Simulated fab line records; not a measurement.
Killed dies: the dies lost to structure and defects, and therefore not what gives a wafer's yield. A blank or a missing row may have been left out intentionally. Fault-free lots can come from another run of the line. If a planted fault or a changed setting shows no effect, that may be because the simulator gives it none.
A lot that was struck, set against a sound lot | flow n5 finfet | 17 out of 1938 route steps
Sound: wafers L801.2, L801.4, L801.6. Struck: wafers L804.1, L804.6 (left out: L804.4, a lot-mate that was not struck); the cause follows at the end.
Each step with rows lists, per side, the tool, then ch with its chambers, then its first start. Under that, the readings that differ: sound wafers | struck wafers | difference of the means | sigmas: that difference in standard deviations of wafers without a fault.
alike: readings with means less than 2 such deviations apart, plus words and numbers identical on both sides. not compared: withheld readings, readings lacking a value on some wafer, bounds such as >300 that could conceal the same value, and numbers that have no deviation in the record and whose values overlap.
The two part at a step that has a row with sigmas, a row that says differs or no value, or rows on one side only. Non-overlapping numbers with no deviation appear without sigmas and do not part them. A reading that every wafer of one side lacks parts them only if that side has two wafers or more.

first, 3 steps without rows for these wafers: N5_BEOL_M5_ANNEAL_89 (time 1800 s); N5_BEOL_M5_SPUTTER_90 (material Cu, target thk 4.5 nm, time 8.29 s); N5_BEOL_M5_ECD_50 (material Cu, target thk 300 nm).
N5_BEOL_M5_ANNEAL_51: time 90 s.
  sound on rtp anneal-02 ch 0, day 9 04:52; struck on rtp anneal-02 ch 0, day 10 00:54
  alike: wafer_temp_C_max
N5_BEOL_M5_CMP_52: polishes, stops on SiCOH lowk, t overpolish 6.9 s, target thk 62 nm.
  sound on cmp-04 ch 1,2,3, day 9 05:07; struck on cmp-02 ch 0,1, day 10 01:16
  reading                      | sound          | struck    | difference | sigmas
  barrier field endpoint s (s) | 25.5 25.5 26.6 | 23.7 24.8 | -1.6       | -2
  alike: motor current A, overpolish run s, time to endpoint s
N5_BEOL_M5_THK_MEAS_53: measures by xrf.
  struck on film metro-01, day 10 01:29; sound on film metro-01, day 9 05:25
  alike: M5_THK
N5_BEOL_M5_PRE_CLEAN_77: time 15 s.
  sound on cvd co-02 ch 0,1,2, day 9 05:26; struck on cvd co-02 ch 1,2, day 10 01:32
  alike: heater power w
N5_BEOL_M5_CO_CAP_78: material Co, precursor CCTBA/H2, target thk 2 nm, time 102.1 s.
  sound on cvd co-02 ch 0,1,2, day 9 05:29; struck on cvd co-02 ch 1,2, day 10 01:34
  alike: heater power w
then, 1 step without rows for these wafers: N5_BEOL_M5_PRE_CLEAN_55 (time 15 s).
N5_BEOL_M5_DEP_56: deposits SiCN from 3MS/NH3, target thk 8 nm, time 14 s.
  sound on pecvd-01 ch 1,2, day 9 05:36; struck on pecvd-03 ch 1,2, day 10 01:41
  alike: showerhead plenum p Torr, throttle valve pct
N5_BEOL_M5_RS_MEAS_57: a four-point-probe measurement.
  struck on film metro-01, day 10 01:45; sound on film metro-02, day 9 05:40
  alike: M5_RS
N5_BEOL_M5_INSPECT_58: inspects for defects (darkfield).
  struck on defect inspect-01, day 10 01:47; sound on defect inspect-02, day 9 05:41
  alike: raw defect count
N5_BEOL_M6_ILD_DEP_00: deposits SiCOH lowk from DEMS/porogen, target thk 179.75 nm, time 33.4 s.
  sound on pecvd-04 ch 0,1, day 9 05:44; struck on pecvd-02 ch 1, day 10 01:49
  alike: heater power w, showerhead plenum p Torr, throttle valve pct
then, 1 step without rows for these wafers: N5_BEOL_M6_CURE_74 (cures SiCOH lowk, time 240 s).
N5_BEOL_M6_THK_MEAS_01:
  struck on film metro-02, day 10 02:23; sound on film metro-02, day 9 06:47
  reading         | sound             | struck      | difference | sigmas
  M6_ILD_THK (nm) | 155.3 153.6 153.7 | 137.5 138.4 | -16.2      | -7
then, 2 steps without rows for these wafers: N5_BEOL_M6_PECVD_70 (deposits SiO2 from TEOS/O2, target thk 20 nm, time 22.7 s); N5_PASSIVATION_PROBE_49.

== WHERE THEY PART ==
First at N5_BEOL_M5_CMP_52; last, within this record, at N5_BEOL_M6_THK_MEAS_01.

WHY: what the simulator had put in
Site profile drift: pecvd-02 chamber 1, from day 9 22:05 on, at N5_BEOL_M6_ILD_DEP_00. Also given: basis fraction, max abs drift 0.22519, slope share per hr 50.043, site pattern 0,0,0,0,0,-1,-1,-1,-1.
